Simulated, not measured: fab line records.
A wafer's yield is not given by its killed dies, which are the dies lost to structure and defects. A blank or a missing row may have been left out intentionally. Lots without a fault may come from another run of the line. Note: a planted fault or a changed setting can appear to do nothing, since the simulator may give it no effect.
Split-lot experiment | flow n5Finfet | on a route of 1938 steps: 7 lots, 21 wafers read

## ON THE SPLIT
At N5_PMOS_HMC_CHANNEL_EPI_PEB_07 (peb time 60 s), the setting pebTimeS was moved away from the recipe's 60 s on 7 of the 21 wafers read, by -15.9% to +12.2%. All remaining wafers had this setting at the recipe value.

## SPLIT TO READING: what lies between them in the file, 1 step
- N5_PMOS_HMC_CHANNEL_EPI_DEVELOP_08: develop time 30 s (also split here: developTimeS)

## THE READING
cdNm at N5_PMOS_HMC_CHANNEL_EPI_CD_MEAS_09, given in nm (cd target 237.4 nm). On this fab line, fault-free wafers typically give 236.8 nm with a standard deviation of 0.87 nm.

wafer  | tool, chamber at the split | pebTimeS as run, s | against the recipe | cdNm, nm | against lot-mates on the recipe
L075.1 | lithoTrack-04, 0           | 67.29              | +12.2%             | 240.0    | no lot-mate on the recipe
L075.3 | lithoTrack-04, 0           | 67.29              | +12.2%             | 240.3    | no lot-mate on the recipe
L075.4 | lithoTrack-04, 0           | 67.29              | +12.2%             | 239.7    | no lot-mate on the recipe
L077.1 | lithoTrack-04, 0           | 60                 | recipe             | 236.3    | -
L077.2 | lithoTrack-04, 0           | 56.02              | -6.6%              | 233.6    | -3.3
L077.6 | lithoTrack-04, 0           | 60                 | recipe             | 237.4    | -
L083.3 | lithoTrack-04, 0           | 60                 | recipe             | 239.0    | -
L083.4 | lithoTrack-04, 0           | 60                 | recipe             | 237.8    | -
L083.6 | lithoTrack-04, 0           | 60                 | recipe             | 238.1    | -
L090.1 | lithoTrack-02, 0           | 54.82              | -8.6%              | 234.5    | -2.8
L090.4 | lithoTrack-02, 0           | 54.82              | -8.6%              | 233.2    | -4.1
L090.5 | lithoTrack-02, 0           | 60                 | recipe             | 237.3    | -
L091.1 | lithoTrack-02, 0           | 60                 | recipe             | 236.2    | -
L091.4 | lithoTrack-02, 0           | 60                 | recipe             | 237.7    | -
L091.5 | lithoTrack-02, 0           | 50.47              | -15.9%             | 228.9    | -8.0
L094.3 | lithoTrack-01, 0           | 60                 | recipe             | 235.6    | -
L094.5 | lithoTrack-01, 0           | 60                 | recipe             | 235.9    | -
L094.6 | lithoTrack-01, 0           | 60                 | recipe             | 235.9    | -
L095.2 | lithoTrack-01, 0           | 60                 | recipe             | 237.4    | -
L095.4 | lithoTrack-01, 0           | 60                 | recipe             | 237.0    | -
L095.6 | lithoTrack-01, 0           | 60                 | recipe             | 237.1    | -

THE FIT
A straight line over all 21 wafers: cdNm changes by +0.353 nm for each +1% of pebTimeS; r = +0.91; the points scatter about the line by 1.1 nm.
The same after taking each lot's own level away (the mean of its wafers on the recipe; 18 wafers): +0.472 nm for each +1%; r = +0.97; scatter 0.54 nm.
The reading moves by 7.5 nm for the largest change in pebTimeS, on that fit.
The lots' own levels span 235.80 to 238.30 nm, that is 2.9 times the standard deviation above.
So the slope is not independent of the lot-to-lot level: the two fits are not the same.
Check: with one of the wafers moved furthest among these (-15.9%) left out of the fit, the line predicts -6.67 nm for it against its lot-mates. Against them it came out at -8.05 nm.

## OTHER SPLITS ON THESE WAFERS
These wafers also went through other splits before the reading. Each is held against what the fit with the lots' levels taken away leaves over:
other split on the same wafers                  | wafers away from the commonest value | r with cdNm (lot level and that fit taken away)
N5_WELL_APT_PEB_06 pebTempC                     | 5                                    | +0.46
N5_WELL_APT_DEVELOP_07 developTimeS             | 6                                    | -0.24
N5_PMOS_HMC_CHANNEL_EPI_DEVELOP_08 developTimeS | 5                                    | +0.78

## THE WHOLE CHAIN: every reading that the file lists as answering this split, in the file's order
step                               | what it does             | reading                                                                    | change (the file's fit)               | r (the file's)
N5_PMOS_HMC_CHANNEL_EPI_CD_MEAS_09 | target cd 237.4 nm       | cdNm                                                                       | +0.483 nm for each +1% of the setting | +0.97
N5_PMOS_HMC_CHANNEL_EPI_DESCUM_14  | chemistry O2, time 7.9 s | PMOS_HMC_CHANNEL_EPI.cdNm (the simulator's own value, which no gauge read) | +0.447 nm for each +1% of the setting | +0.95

## FILE'S OWN FIT
cdNm changes by +0.483 nm for each +1% of pebTimeS, r = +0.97.
